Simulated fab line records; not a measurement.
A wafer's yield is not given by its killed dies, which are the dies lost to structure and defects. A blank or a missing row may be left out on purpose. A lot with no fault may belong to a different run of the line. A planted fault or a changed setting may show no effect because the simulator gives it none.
fab line records	flow n5-finfet
[record] lots = 5	wafers = 15	last-day = 18
route steps=1938 shown BEOL_M4@1099 BEOL_M5@1112 BEOL_M7@1308 PASSIVATION@1936
lots untouched by any fault: they come from a run of this same line in which no faults occurred
start-h: hours from the record's opening day to when the first of the lot's shown wafers began	wait-h: hours from the lot's prior step to this one	" as in the row above	L1.1+2: one row covering several wafers at once	- no value, or no start given	* or withheld: withheld	< > ~ a bound
route shown NAME@n: NAME is a module with steps in the file, n the number in the route of the first one	usual: mean and standard deviation over wafers with no fault	same: alike in all rows	chamber/n: place in a boat	sites: the reading at each site	_std_site: the values' standard deviation	_edge_site: the outer-site mean with the inner-site mean subtracted	radius-mm: for every site, how far away it sits from the centre of the wafer	mask NAME#n: copy n	behind: the most recent tool/chamber to have shaped the wafer	hold: the reason the lot was held/the length of the hold in hours/how it ended	device: the transistor (n, p or np) that didn't switch	end of line: the route-end tests of the same wafers	a step given without rows: its recipe and nothing more	killed: dies that structure and defects cost at the first sort, which is not the same as the wafer's yield	map: dies across one wafer; x = killed, . = not, _ = none there
set.NAME: the setting that was run; set.NAME@STEP: the one run at that earlier step	model.NAME: the simulator's own value behind a step, which no gauge read
lots seen at some steps along the route; tables by step, rows by wafer
services: a tool's chamber out of use, with start hour (start-h, from the record's first day; less than 0 if before it), hours out, and reason
[[steps]]
[step N5_BEOL_M4_ANNEAL_95]
[recipe] temp-c = 400	time-s = 240	ambient = vacuum
[step N5_BEOL_M4_SPUTTER_96]
[recipe] material = Cu	target-thk-a = 45	temp-c = -20	chamber-pressure-pa = 0.07	power-w = withheld	time-s = 8.29
[step N5_BEOL_M4_ECD_50]
[recipe] material = Cu	target-thk-a = 3000
[step N5_BEOL_M4_ANNEAL_51]
[recipe] temp-c = 225	time-s = 90	ambient = N2
[step N5_BEOL_M4_CMP_52]
[recipe] stop-on = SiOC	t-overpolish-s = 6.8	down-force-psi = 1	platen-rpm = 50	clearing-platen-down-force-psi = 1.5	clearing-platen-rpm = 50	post-cmp-clean = cu-alkaline	target-thk-nm = 40	clearing-platen-pad-velocity-m-s = 0.99484	pad-velocity-m-s = 0.99484
[step N5_BEOL_M4_PRE_CLEAN_60]
[recipe] gas = NH3/H2	time-s = 15	temp-c = *	rf-power-w = 300
[step N5_BEOL_M4_CO_CAP_55]
[recipe] material = Co	target-thk-a = 20	temp-c = 200	precursor = CCTBA/H2	pressure-torr = 30	time-s = 102.1
[step N5_BEOL_M4_PRE_CLEAN_56]
[recipe] gas = NH3	time-s = 15	temp-c = withheld	rf-power-w = 300
[step N5_BEOL_M4_DEP_57]
[recipe] material = SiCN	target-thk-a = 80	temp-c = withheld	precursor = 3MS/NH3	pressure-torr = 3	rf-w = 202	time-s = 14
[step N5_BEOL_M4_RC_MEAS_101]
[usual] DIBL_N = 37.2/2.5	DIBL_P = 38/3	IOFF_N = 0.17/0.044	IOFF_P = 0.24/0.059	ION_N = 667/13	ION_P = 461/7.9	SS_N = 71.8/0.86	SS_P = 73.6/0.92	VT_N = 250/4.1	VT_P = -249/3.9
lot.wafer	tool	chamber	start-h	wait-h	DIBL_N[mV/V]	DIBL_P[mV/V]	IOFF_N[nA/um]	IOFF_P[nA/um]	ION_N[uA/um]	ION_P[uA/um]	SS_N[mV/dec]	SS_P[mV/dec]	VT_N[mV]	VT_P[mV]
L670.1	prober-01	0	233.05	0.0	35.9	36	0.17	0.22	672	458	72.2	73.3	249	-250
L670.2	"	0	"	"	38.5	38	0.24	0.25	686	460	72.6	74.1	244	-249
L670.5	"	0	"	"	40.3	41	0.25	0.30	679	461	73.2	74.3	247	-246
L671.2	prober-02	0	242.71	0.2	35.9	38	0.15	0.24	671	465	71.9	73.7	250	-249
L671.4	"	0	"	"	39.3	41	0.22	0.29	675	463	72.7	75.1	244	-248
L671.6	"	0	"	"	37.0	38	0.16	0.23	664	460	72.7	74.3	251	-250
L672.2	prober-01	0	253.40	0.2	40.6	41	0.22	0.42	684	483	73.4	74.5	244	-238
L672.4	"	0	"	"	40.4	40	0.19	0.34	668	469	73.3	73.7	250	-241
L672.5	"	0	"	"	37.3	37	0.16	0.29	668	476	71.8	73.7	249	-242
L680.1	prober-01	0	290.74	0.0	39.6	40	0.22	0.31	688	469	72.0	74.3	244	-244
L680.4	"	0	"	"	39.8	42	0.22	0.36	683	472	72.2	74.0	246	-240
L680.5	"	0	"	"	35.1	35	0.12	0.22	648	456	71.3	72.8	252	-249
L683.1	prober-02	0	314.09	0.0	31.5	33	0.09	0.15	642	449	70.5	72.2	260	-256
L683.4	"	0	"	"	34.6	34	0.13	0.17	657	447	70.6	72.6	256	-253
L683.5	"	0	"	"	35.4	35	0.14	0.18	660	454	71.4	72.5	252	-253
[step N5_BEOL_M5_ILD_DEP_00]
[recipe] material = SiCOH_lowk	target-thk-a = 1406.4	temp-c = 300	precursor = DEMS/porogen	pressure-torr = 5	rf-w = 500	time-s = 25.9
[step N5_BEOL_M5_CURE_79]
[recipe] temp-c = 385	time-s = 240	ambient = He/Ar	material = SiCOH_lowk
[step N5_BEOL_M5_PECVD_70]
[recipe] material = SiO2	target-thk-a = 160	temp-c = 400	precursor = TEOS/O2	pressure-torr = 5.5	rf-w = 450	teos-flow-sccm = 53.8	gas = O2	flow-sccm = 3000	time-s = 18
[step N5_BEOL_M5_HM_DEP_02]
[recipe] material = TiN	target-thk-a = 200	temp-c = 25	chamber-pressure-pa = 0.49996
[step N5_BEOL_M5_COAT_59]
[recipe] resist = SOC	temp-c = 250	time-s = 60	spin-rpm = 1500	resist-thk-nm = 60
[step N5_BEOL_M5_COAT_60]
[recipe] resist = SiARC	temp-c = 220	time-s = 60	spin-rpm = 1500	resist-thk-nm = 12
[step N5_BEOL_M5_COAT_71]
[recipe] resist = underlayer	temp-c = 205	time-s = 60	spin-rpm = 1500	resist-thk-nm = 5
[step N5_BEOL_M5_COAT_05]
[recipe] resist = CAR-EUV	spin-rpm = 1500	resist-thk-nm = 30
[step N5_BEOL_M5_EBR_07]
[recipe] solvent = PGMEA	ebr-width-mm = 1.5
[step N5_BEOL_M5_SOFTBAKE_06]
[recipe] temp-c = 110	time-s = 60	resist = CAR-EUV
[step N5_BEOL_M5_EXPOSE_08]
[recipe] mask-id = M5	na = 0.33	source-shape = annular	sigma-inner = 0.4	sigma-outer = 0.8	polarization = unpolarized	target-cd-nm = 28	dose-mj = 35.75
[step N5_BEOL_M5_PEB_09]
[recipe] peb-temp-c = 100	peb-time-s = 60	resist = CAR-EUV
[step N5_BEOL_M5_DEVELOP_10]
[recipe] develop-time-s = 30	developer = TMAH	resist = CAR-EUV	rinse-liquid = surfactant-rinse	dry = air-spin	dev-temp-c = 23
[step N5_BEOL_M5_DESCUM_16]
[recipe] chemistry = O2	time-s = 7	source-power-w = 50	bias-power-w = 20	pressure-mtorr = 20	rf-frequency-hz = 2.712e+07	temp-c = 40	resist = CAR-EUV	o2-flow-sccm = 225
[step N5_BEOL_M5_ETCH_72]
[recipe] chemistry = N2/H2	target = underlayer	target-depth-a = 65	mask-material = CAR-EUV	time-s = 5.2	ion-energy-ev = 200	pressure-mtorr = 30	source-w = 840	bias-w = 150	n2-flow-sccm = 200	h2-flow-sccm = 200	ends = cleared
[step N5_BEOL_M5_ETCH_61]
[recipe] chemistry = CF4	target = SiARC	target-depth-a = 156	mask-material = CAR-EUV	time-s = 26	ion-energy-ev = 80	pressure-mtorr = 40	source-w = 545	bias-w = 36	Ar_flow_sccm = 100	cf4-flow-sccm = 100	ends = cleared
[step N5_BEOL_M5_ETCH_62]
[recipe] chemistry = N2/H2	target = SOC	target-depth-a = 750	overetch-a = 150	mask-material = SiARC	temp-c = 40	time-s = 112.5	ion-energy-ev = 200	pressure-mtorr = 30	source-w = 840	bias-w = 150	n2-flow-sccm = 200	h2-flow-sccm = 200
[step N5_BEOL_M5_STRIP_63]
[recipe] chemistry = N2/H2	temp-c = 40	n2-flow-sccm = 200	h2-flow-sccm = 200	rf-frequency-hz = 6e+07
[step N5_BEOL_M5_STRIP_73]
[recipe] chemistry = N2/H2	temp-c = 40	n2-flow-sccm = 200	h2-flow-sccm = 200	rf-frequency-hz = 6e+07
[step N5_BEOL_M5_STRIP_64]
[recipe] chemistry = CF4	resist = SiARC	power-w = 300	bias-power-w = 75	pressure-mtorr = 50	cf4-flow-sccm = 150	rf-frequency-hz = 6e+07
[step N5_BEOL_M5_HM_OPEN_17]
[recipe] chemistry = Cl2/BCl3	target-depth-a = 200	overetch-a = 60	target = TiN	mask-material = SOC	ion-energy-ev = 150	pressure-mtorr = 10	icp-w = 1000	bias-w = 126	Cl2_flow_sccm = 53.25	bcl3-flow-sccm = 21.75	Ar_flow_sccm = 25
[step N5_BEOL_M5_STRIP_19]
[recipe] chemistry = O2	power-w = 400	temp-c = 40	pressure-mtorr = 30	rf-frequency-hz = 6e+07	bias-power-w = 0	overash-fraction = 0.2	o2-flow-sccm = 225
[step N5_BEOL_M5_COAT_65]
[recipe] resist = SOC	temp-c = 250	time-s = 60	spin-rpm = 1500	resist-thk-nm = 60
[step N5_BEOL_M5_COAT_66]
[recipe] resist = SiARC	temp-c = 220	time-s = 60	spin-rpm = 1500	resist-thk-nm = 12
[step N5_BEOL_M7_TRENCH_ETCH_37]
[recipe] chemistry = C4F6/O2	target-depth-a = 934.78	target = SiCOH_lowk	time-s = 31.2	ion-energy-ev = 250	pressure-mtorr = 30	source-w = 345	bias-w = 185	Ar_flow_sccm = 300	C4F6_flow_sccm = 10	O2_flow_sccm = 10
[usual] C4F6_flow_sccm = 10.00/0.031	O2_flow_sccm = 10.002/0.027	drypump-motor-current-A = 5.8/0.49	oes-product-au = 0.80/0.075	rf-vpp-V = 667/24	showerhead-plenum-p-Torr = 2.85/0.09	throttle-valve-pct = 20.87/0.2
lot.wafer	tool	chamber	start-h	wait-h	C4F6_flow_sccm	O2_flow_sccm	drypump-motor-current-A	oes-product-au	rf-hours-counter-h	rf-vpp-V	showerhead-plenum-p-Torr	throttle-valve-pct	model.TiN_of_BEOL_M7_HM_DEP_02.thk-nm
L670.1	rie-diel-03	1	257.70	-	-	-	-	-	-	-	-	-	20.2
L670.2	"	0	"	"	-	-	-	-	-	-	-	-	20.4
L670.5	"	1	"	"	-	-	-	-	-	-	-	-	20.4
L671.2	rie-diel-03	2	268.73	-	-	-	-	-	-	-	-	-	19.8
L671.4	"	0	"	"	-	-	-	-	-	-	-	-	19.8
L671.6	"	3	"	"	-	-	-	-	-	-	-	-	19.8
L672.2	rie-diel-03	2	278.16	-	-	-	-	-	-	-	-	-	20.2
L672.4	"	1	"	"	-	-	-	-	-	-	-	-	20
L672.5	"	1	"	"	-	-	-	-	-	-	-	-	20.2
L680.1	rie-diel-03	2	315.70	-	10.05	9.990	5.8	0.74	152	652	2.86	20.91	17
L680.4	"	1	"	"	10.00	9.990	6.6	0.73	200	683	2.79	20.88	17
L680.5	"	2	"	"	10.03	9.981	5.8	0.74	-	654	2.86	20.90	17
L683.1	rie-diel-01	1	344.88	-	10.00	10.008	5.5	0.79	82	679	2.79	20.68	17.8
L683.4	"	3	"	"	10.05	10.050	6.0	0.80	-	632	2.91	21.15	17.6
L683.5	"	1	"	"	10.00	10.011	5.4	0.80	-	680	2.79	20.71	18
[step N5_BEOL_M7_OCD_MEAS_38]
[usual] trench-depth-nm = 93.0/2.2
lot.wafer	tool	chamber	start-h	wait-h	trench-depth-nm
L670.1	ocd-01	-	257.85	-	0.1
L670.2	"	-	"	"	0.2
L670.5	"	-	"	"	0
L671.2	ocd-01	-	268.89	-	0
L671.4	"	-	"	"	0
L671.6	"	-	"	"	0
L672.2	ocd-01	-	278.32	-	0.0
L672.4	"	-	"	"	0.0
L672.5	"	-	"	"	0.1
L680.1	ocd-01	-	315.86	-	91.4
L680.4	"	-	"	"	91.6
L680.5	"	-	"	"	91.5
L683.1	ocd-02	-	345.03	-	91.5
L683.4	"	-	"	"	93.5
L683.5	"	-	"	"	92.9
[step N5_BEOL_M7_CMP_52]
[recipe] stop-on = SiCOH_lowk	t-overpolish-s = 6.9	down-force-psi = 1	platen-rpm = 50	clearing-platen-down-force-psi = 1.5	clearing-platen-rpm = 50	post-cmp-clean = cu-alkaline	target-thk-nm = 80	clearing-platen-pad-velocity-m-s = 0.99484	pad-velocity-m-s = 0.99484
[usual] clearing-platen-down-force-psi = 1.500/0.003	head-pressure-psi = 1.0000/0.0024	motor-current-A = 5.9/0.71
lot.wafer	tool	chamber	start-h	wait-h	clearing-platen-down-force-psi	head-pressure-psi	motor-current-A	model.Cu_of_BEOL_M7_ECD_50.thk-nm
L670.2	cmp-03	2	261.98	0.2	1.498	1.0035	7.3	1.2
L670.1	"	0	"	"	1.498	0.9976	6.8	0
L670.5	"	2	"	"	1.497	1.0042	7.3	0.8
L671.2	cmp-01	0	272.56	0.3	1.498	1.0016	6.2	1.6
L671.4	"	2	"	"	1.496	0.9999	4.7	3
L671.6	"	3	"	"	1.499	0.9998	6.0	1.4
L672.2	cmp-01	3	282.72	0.2	1.501	1.0008	6.1	1.6
L672.4	"	0	"	"	1.494	1.0006	6.1	0
L672.5	"	3	"	"	1.506	1.0015	6.0	0.2
L680.1	cmp-01	1	318.75	0.3	1.499	0.9946	6.0	76.4
L680.4	"	2	"	"	1.503	1.0012	4.8	78.8
L680.5	"	0	"	"	1.502	1.0037	5.9	75.6
L683.4	cmp-01	0	348.47	0.2	1.498	0.9950	6.0	78.8
L683.1	"	1	"	"	1.501	0.9984	6.2	77.4
L683.5	"	2	"	"	1.501	0.9948	4.6	79.8
[step N5_PASSIVATION_PROBE_49]
[usual] defect-limited-yield = 91.5/1.4	killed_at_M0_to_M3 = 32/11	killed_at_M4_up = 12/4.4	killed-at-contacts = 13/6.1	killed-at-front-end = 39/12	killed-at-other = 3.9/3	killed-dies = 100/17	killed-on-rim = 13/3.9	killed-open = 66/12	killed-short = 33/7.4	sort_bin_4_leakage = 0.03/0.14	sort_bin_5_function = 5.0/0.95	sort_bin_6_memory = 3.2/0.66	sort_bin_8_speed = 0.0/0.33	sort-n-pass = 1079/17	sort-yield-pct = 91.4/1.5
[same] gross-dies = 1180	killed-at-back-side = 0
lot.wafer	tool	chamber	start-h	wait-h	defect-limited-yield[%]	killed_at_M0_to_M3	killed_at_M4_up	killed-at-contacts	killed-at-front-end	killed-at-other	killed-dies	killed-on-rim	killed-open	killed-short	sort_bin_4_leakage[%]	sort_bin_5_function[%]	sort_bin_6_memory[%]	sort_bin_8_speed[%]	sort-n-pass	sort-yield-pct[%]
L670.1	prober-02	-	340.18	0.0	0	43	1101	15	21	0	1180	152	46	34	0	96.9	3.1	0	0	0
L670.2	prober-02	-	340.23	0.1	0	15	1104	16	33	12	1180	152	50	36	0	96.5	3.0	0.1	0	0
L670.5	prober-02	-	340.38	0.2	0	35	1104	13	26	2	1180	152	56	29	0	97.4	2.3	0	0	0
L671.2	prober-01	-	347.97	0.1	0	42	1084	21	33	0	1180	152	64	37	0	95.8	3.7	0	0	0
L671.4	prober-01	-	348.07	0.2	0	47	1090	25	18	0	1180	152	71	30	0	95.9	3.6	0	0	0
L671.6	prober-01	-	348.17	0.3	0	52	1072	18	35	3	1180	152	80	43	0	95.8	3.6	0	0	0
L672.2	prober-02	-	353.66	0.1	0	33	1083	11	46	7	1180	152	81	29	0	95.8	3.9	0	0	0
L672.4	prober-02	-	353.76	0.2	0	29	1107	7	29	8	1180	152	40	35	0	97.3	2.4	0	0	0
L672.5	prober-02	-	353.81	0.2	0	37	1072	10	50	11	1180	152	80	35	0	95.8	3.8	0	0	0
L680.1	prober-02	-	396.72	0.0	94.5	17	16	13	14	5	65	12	50	15	0	3.2	2.2	0	1115	94.5
L680.4	prober-02	-	396.87	0.2	93.1	19	11	9	43	0	82	10	56	24	0.08	3.8	2.9	0	1097	93.0
L680.5	prober-02	-	396.92	0.2	93.3	22	13	15	26	3	79	12	55	23	0	3.8	2.9	0	1101	93.3
L683.1	prober-02	-	422.25	0.0	91.6	23	9	10	51	6	99	9	66	32	0	4.7	3.6	0	1081	91.6
L683.4	prober-02	-	422.40	0.2	91.4	26	13	10	46	7	102	18	73	28	0	4.6	3.9	0	1078	91.4
L683.5	prober-02	-	422.45	0.2	91.6	31	10	7	46	5	99	8	74	24	0	5.0	3.2	0	1081	91.6
// killed by level:class
L670.1 BEOL_M7:area-etch=1098 MOL_CONTACT_COAG:geometric-particle:open=12 BEOL_M2:geometric-particle:short=9 BEOL_M2:geometric-particle:open=9 BEOL_M0_SAQP:geometric-particle:short=8 BEOL_M0_SAQP:geometric-particle:open=8 FIN_SAQP:geometric-particle:short=6 BEOL_M3:geometric-particle:open=6
L670.2 BEOL_M7:area-etch=1093 MOL_CONTACT_COAG:geometric-particle:open=12 FIN_SAQP:geometric-particle:open=7 ILD0:geometric-particle:short=6 FIN_SAQP:geometric-particle:short=5 STI_FIN_REVEAL:geometric-particle:open=5 PAD_METAL:geometric-particle:short=5 MOL_CONTACT_COAG:geometric-particle:short=4
L670.5 BEOL_M7:area-etch=1093 BEOL_M0_SAQP:geometric-particle:open=11 MOL_CONTACT_COAG:geometric-particle:open=9 BEOL_M2:geometric-particle:open=9 BEOL_M0_SAQP:geometric-particle:short=6 ILD0:geometric-particle:short=5 BEOL_M3:geometric-particle:open=5 FIN_SAQP:geometric-particle:open=3
L671.2 BEOL_M7:area-etch=1075 MOL_CONTACT_COAG:geometric-particle:open=14 BEOL_M0_SAQP:geometric-particle:open=11 STI_FIN_REVEAL:geometric-particle:open=10 BEOL_M3:geometric-particle:open=9 MOL_CONTACT_COAG:geometric-particle:short=7 BEOL_M0_SAQP:geometric-particle:short=7 BEOL_M2:geometric-particle:open=7
L671.4 BEOL_M7:area-etch=1077 MOL_CONTACT_COAG:geometric-particle:open=19 BEOL_M0_SAQP:geometric-particle:short=14 STI_FIN_REVEAL:geometric-particle:open=10 BEOL_M0_SAQP:geometric-particle:open=9 BEOL_M2:geometric-particle:open=9 BEOL_M3:geometric-particle:open=8 BEOL_M4:geometric-particle:open=7
L671.6 BEOL_M7:area-etch=1049 BEOL_M0_SAQP:geometric-particle:short=18 MOL_CONTACT_COAG:geometric-particle:open=15 BEOL_M4:geometric-particle:open=13 STI_FIN_REVEAL:geometric-particle:open=9 BEOL_M0_SAQP:geometric-particle:open=9 BEOL_M1:geometric-particle:open=8 BEOL_M2:geometric-particle:short=5
L672.2 BEOL_M7:area-etch=1068 STI_FIN_REVEAL:geometric-particle:open=17 MOL_CONTACT_COAG:geometric-particle:open=10 BEOL_M1:geometric-particle:open=10 BEOL_M0_SAQP:geometric-particle:short=9 BEOL_M0_SAQP:geometric-particle:open=8 FIN_SAQP:geometric-particle:short=7 FIN_SAQP:geometric-particle:open=7
L672.4 BEOL_M7:area-etch=1102 MOL_CONTACT_COAG:geometric-particle:open=6 BEOL_M0_SAQP:geometric-particle:short=6 BEOL_M0_SAQP:geometric-particle:open=6 BEOL_M2:geometric-particle:open=6 FIN_SAQP:geometric-particle:open=5 ILD0:geometric-particle:short=5 STI_FIN_REVEAL:geometric-particle:open=4
L672.5 BEOL_M7:area-etch=1063 STI_FIN_REVEAL:geometric-particle:open=19 BEOL_M3:geometric-particle:open=12 BEOL_M0_SAQP:geometric-particle:open=7 FIN_SAQP:geometric-particle:short=6 MOL_CONTACT_COAG:geometric-particle:open=6 STARTING-WAFER:geometric-particle:open=6 BEOL_M1:geometric-particle:open=5
L680.1 MOL_CONTACT_COAG:geometric-particle:open=12 BEOL_M0_SAQP:geometric-particle:open=5 BEOL_M1:geometric-particle:open=4 BEOL_M3:geometric-particle:open=4 BEOL_M4:geometric-particle:open=4 GATE_CUT:geometric-particle:open=3 BEOL_M0_SAQP:geometric-particle:short=3 BEOL_M8:geometric-particle:open=3
L680.4 DUMMY_GATE:geometric-particle:open=11 GATE_CUT:geometric-particle:short=9 FIN_SAQP:geometric-particle:open=8 MOL_CONTACT_COAG:geometric-particle:open=7 BEOL_M0_SAQP:geometric-particle:open=5 BEOL_M3:geometric-particle:open=5 BEOL_M4:geometric-particle:open=4 STI_FIN_REVEAL:geometric-particle:open=3
L680.5 MOL_CONTACT_COAG:geometric-particle:open=15 STI_FIN_REVEAL:geometric-particle:open=8 DUMMY_GATE:geometric-particle:open=5 BEOL_M0_SAQP:geometric-particle:short=5 FIN_SAQP:geometric-particle:open=4 GATE_CUT:geometric-particle:short=4 BEOL_M0_SAQP:geometric-particle:open=4 BEOL_M4:geometric-particle:open=4
L683.1 GATE_CUT:geometric-particle:open=12 FIN_SAQP:geometric-particle:short=9 GATE_CUT:geometric-particle:short=8 FIN_SAQP:geometric-particle:open=6 DUMMY_GATE:geometric-particle:open=6 MOL_CONTACT_COAG:geometric-particle:open=6 BEOL_M2:geometric-particle:open=6 BEOL_M1:geometric-particle:open=5
L683.4 MOL_CONTACT_COAG:geometric-particle:open=10 DUMMY_GATE:geometric-particle:open=9 BEOL_M1:geometric-particle:open=9 STI_FIN_REVEAL:geometric-particle:open=8 GATE_CUT:geometric-particle:open=6 GATE_CUT:geometric-particle:short=6 BEOL_M2:geometric-particle:open=5 BEOL_M6:geometric-particle:open=5
L683.5 FIN_SAQP:geometric-particle:open=10 MOL_CONTACT_COAG:geometric-particle:open=7 BEOL_M3:geometric-particle:open=7 BEOL_M1:geometric-particle:open=7 DUMMY_GATE:geometric-particle:open=6 GATE_CUT:geometric-particle:open=6 BEOL_M0_SAQP:geometric-particle:short=6 GATE_CUT:geometric-particle:short=5
// map L670.1 (x killed, . not)
_________________xxxxxxxxxxxx________________
______________xxxxxxxxxxxxxxxxxx_____________
___________xxxxxxxxxxxxxxxxxxxxxxxx__________
__________xxxxxxxxxxxxxxxxxxxxxxxxxx_________
________xxxxxxxxxxxxxxxxxxxxxxxxxxxxxx_______
_______xxxxxxxxxxxxxxxxxxxxxxxxxxxxxxxx______
______xxxxxxxxxxxxxxxxxxxxxxxxxxxxxxxxxx_____
_____xxxxxxxxxxxxxxxxxxxxxxxxxxxxxxxxxxxx____
____xxxxxxxxxxxxxxxxxxxxxxxxxxxxxxxxxxxxxx___
___xxxxxxxxxxxxxxxxxxxxxxxxxxxxxxxxxxxxxxxx__
___xxxxxxxxxxxxxxxxxxxxxxxxxxxxxxxxxxxxxxxx__
__xxxxxxxxxxxxxxxxxxxxxxxxxxxxxxxxxxxxxxxxxx_
__xxxxxxxxxxxxxxxxxxxxxxxxxxxxxxxxxxxxxxxxxx_
_xxxxxxxxxxxxxxxxxxxxxxxxxxxxxxxxxxxxxxxxxxxx
_xxxxxxxxxxxxxxxxxxxxxxxxxxxxxxxxxxxxxxxxxxxx
_xxxxxxxxxxxxxxxxxxxxxxxxxxxxxxxxxxxxxxxxxxxx
_xxxxxxxxxxxxxxxxxxxxxxxxxxxxxxxxxxxxxxxxxxxx
_xxxxxxxxxxxxxxxxxxxxxxxxxxxxxxxxxxxxxxxxxxxx
_xxxxxxxxxxxxxxxxxxxxxxxxxxxxxxxxxxxxxxxxxxxx
_xxxxxxxxxxxxxxxxxxxxxxxxxxxxxxxxxxxxxxxxxxxx
_xxxxxxxxxxxxxxxxxxxxxxxxxxxxxxxxxxxxxxxxxxxx
__xxxxxxxxxxxxxxxxxxxxxxxxxxxxxxxxxxxxxxxxxx_
__xxxxxxxxxxxxxxxxxxxxxxxxxxxxxxxxxxxxxxxxxx_
___xxxxxxxxxxxxxxxxxxxxxxxxxxxxxxxxxxxxxxxx__
___xxxxxxxxxxxxxxxxxxxxxxxxxxxxxxxxxxxxxxxx__
____xxxxxxxxxxxxxxxxxxxxxxxxxxxxxxxxxxxxxx___
_____xxxxxxxxxxxxxxxxxxxxxxxxxxxxxxxxxxxx____
______xxxxxxxxxxxxxxxxxxxxxxxxxxxxxxxxxx_____
_______xxxxxxxxxxxxxxxxxxxxxxxxxxxxxxxx______
________xxxxxxxxxxxxxxxxxxxxxxxxxxxxxx_______
__________xxxxxxxxxxxxxxxxxxxxxxxxxx_________
___________xxxxxxxxxxxxxxxxxxxxxxxx__________
______________xxxxxxxxxxxxxxxxxx_____________
_________________xxxxxxxxxxxx________________
// map L671.2 (x killed, . not)
_________________xxxxxxxxxxxx________________
______________xxxxxxxxxxxxxxxxxx_____________
___________xxxxxxxxxxxxxxxxxxxxxxxx__________
__________xxxxxxxxxxxxxxxxxxxxxxxxxx_________
________xxxxxxxxxxxxxxxxxxxxxxxxxxxxxx_______
_______xxxxxxxxxxxxxxxxxxxxxxxxxxxxxxxx______
______xxxxxxxxxxxxxxxxxxxxxxxxxxxxxxxxxx_____
_____xxxxxxxxxxxxxxxxxxxxxxxxxxxxxxxxxxxx____
____xxxxxxxxxxxxxxxxxxxxxxxxxxxxxxxxxxxxxx___
___xxxxxxxxxxxxxxxxxxxxxxxxxxxxxxxxxxxxxxxx__
___xxxxxxxxxxxxxxxxxxxxxxxxxxxxxxxxxxxxxxxx__
__xxxxxxxxxxxxxxxxxxxxxxxxxxxxxxxxxxxxxxxxxx_
__xxxxxxxxxxxxxxxxxxxxxxxxxxxxxxxxxxxxxxxxxx_
_xxxxxxxxxxxxxxxxxxxxxxxxxxxxxxxxxxxxxxxxxxxx
_xxxxxxxxxxxxxxxxxxxxxxxxxxxxxxxxxxxxxxxxxxxx
_xxxxxxxxxxxxxxxxxxxxxxxxxxxxxxxxxxxxxxxxxxxx
_xxxxxxxxxxxxxxxxxxxxxxxxxxxxxxxxxxxxxxxxxxxx
_xxxxxxxxxxxxxxxxxxxxxxxxxxxxxxxxxxxxxxxxxxxx
_xxxxxxxxxxxxxxxxxxxxxxxxxxxxxxxxxxxxxxxxxxxx
_xxxxxxxxxxxxxxxxxxxxxxxxxxxxxxxxxxxxxxxxxxxx
_xxxxxxxxxxxxxxxxxxxxxxxxxxxxxxxxxxxxxxxxxxxx
__xxxxxxxxxxxxxxxxxxxxxxxxxxxxxxxxxxxxxxxxxx_
__xxxxxxxxxxxxxxxxxxxxxxxxxxxxxxxxxxxxxxxxxx_
___xxxxxxxxxxxxxxxxxxxxxxxxxxxxxxxxxxxxxxxx__
___xxxxxxxxxxxxxxxxxxxxxxxxxxxxxxxxxxxxxxxx__
____xxxxxxxxxxxxxxxxxxxxxxxxxxxxxxxxxxxxxx___
_____xxxxxxxxxxxxxxxxxxxxxxxxxxxxxxxxxxxx____
______xxxxxxxxxxxxxxxxxxxxxxxxxxxxxxxxxx_____
_______xxxxxxxxxxxxxxxxxxxxxxxxxxxxxxxx______
________xxxxxxxxxxxxxxxxxxxxxxxxxxxxxx_______
__________xxxxxxxxxxxxxxxxxxxxxxxxxx_________
___________xxxxxxxxxxxxxxxxxxxxxxxx__________
______________xxxxxxxxxxxxxxxxxx_____________
_________________xxxxxxxxxxxx________________
[[services]]
tool	chamber	start-h	hours	kind
cmp-01	-	251.56	4.0	pm
cmp-01	-	255.56	-	consumable-replace:conditioner
cmp-01	-	255.56	-	consumable-replace:pad
rie-diel-03	3	256.81	3.9	repair
cmp-01	-	260.01	6.3	pm
cmp-03	-	311.23	4.0	pm
cmp-03	-	315.23	-	consumable-replace:conditioner
cmp-03	-	315.23	-	consumable-replace:pad
cmp-03	-	337.01	3.0	pm
rie-diel-01	0	339.95	5.7	repair
[[key]]
[first-sign] step = N5_BEOL_M7_TRENCH_ETCH_37	reading = tool-record	direction = missing
[effect] step = N5_BEOL_M7_OCD_MEAS_38	reading = trench-depth-nm	direction = down	sigmas = 41	usual = 93.0	struck = 0.0
[effect] step = N5_PASSIVATION_PROBE_49	reading = killed_at_M4_up	direction = up	sigmas = 99+	usual = 12	struck = 1091
[model-effect] step = N5_BEOL_M7_TRENCH_ETCH_37	value = TiN_of_BEOL_M7_HM_DEP_02.thk-nm	without = 17.42	struck = 20.09
[model-effect] step = N5_BEOL_M7_CMP_52	value = Cu_of_BEOL_M7_ECD_50.thk-nm	without = 80.16	struck = 1.089
[more-kills-born-at] N5_BEOL_M7_TRENCH_ETCH_37@rie-diel-03 = 9718
met-at N5_BEOL_M7_TRENCH_ETCH_37
struck-wafers L670.1,L670.2,L670.5,L671.2,L671.4,L671.6,L672.2,L672.4,L672.5
later-rows-left-out L670.1,L670.2,L670.5,L671.2,L671.4,L671.6,L672.2,L672.4,L672.5
[fault] kind = skipped-step-whole	tool = rie-diel-03	chamber = -	onset-h = 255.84	steps = N5_BEOL_M7_TRENCH_ETCH_37	scope = struck-lots-only
// later-rows-left-out: the simulator's readings of these wafers behind a module that went badly wrong aren't trusted and aren't shown, but for the sort
